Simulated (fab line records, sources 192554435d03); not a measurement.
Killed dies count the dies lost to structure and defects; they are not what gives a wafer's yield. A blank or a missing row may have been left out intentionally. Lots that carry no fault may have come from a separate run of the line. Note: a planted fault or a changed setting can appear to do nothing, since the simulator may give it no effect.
Chamber matching ; flow n5_finfet ; N5_FIN_SAQP_ETCH_52 on rie_diel-06 has 4 sister chambers
The step etches SOC in N2/H2, target depth 100 nm, overetch 20 nm, time 150 s. 4 wafers are shown with their chamber, then 9 later ones without.

== WAFERS WITH THEIR CHAMBER ==
wafer;chamber;showerhead_plenum_p_Torr (Torr)
L079.4;2;2.40
L085.4;3;2.49
L088.4;0;2.54
L088.5;1;2.65

== WAFERS WHOSE CHAMBER IS MISSING ==
wafer;showerhead_plenum_p_Torr (Torr)
L089.1;2.53
L089.2;2.72
L089.6;2.72
L091.2;2.64
L091.4;2.53
L091.5;2.53
L094.3;2.48
L094.5;2.71
L094.6;2.48

== CHAMBER TAKEN BY EACH ==
wafer;from the rows above;in truth
L089.1;can't be placed: 0 or 3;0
L089.2;1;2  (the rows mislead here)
L089.6;1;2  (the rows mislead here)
L091.2;1;1
L091.4;can't be placed: 0 or 3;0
L091.5;can't be placed: 0 or 3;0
L094.3;can't be placed: 3 or 0 or 2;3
L094.5;1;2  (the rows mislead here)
L094.6;can't be placed: 3 or 0 or 2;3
Placed correctly: 1 of 9. These rows do not allow placing 5 (true chamber among the candidates in 5). Placed wrongly: 3.
How it was worked out, from the rows above alone: a wafer's distance from a chamber is the root of the sum, over the readings, of the square of ((its reading less the chamber's mean) divided by the reading's scatter). The wafer belongs to the nearest chamber; if the next one is less than 2 further off, it can't be placed. The mean given for a chamber averages the wafers shown for that chamber. The scatter: root of mean squared gap, hidden wafer to nearest shown wafer, with one shown wafer a chamber.
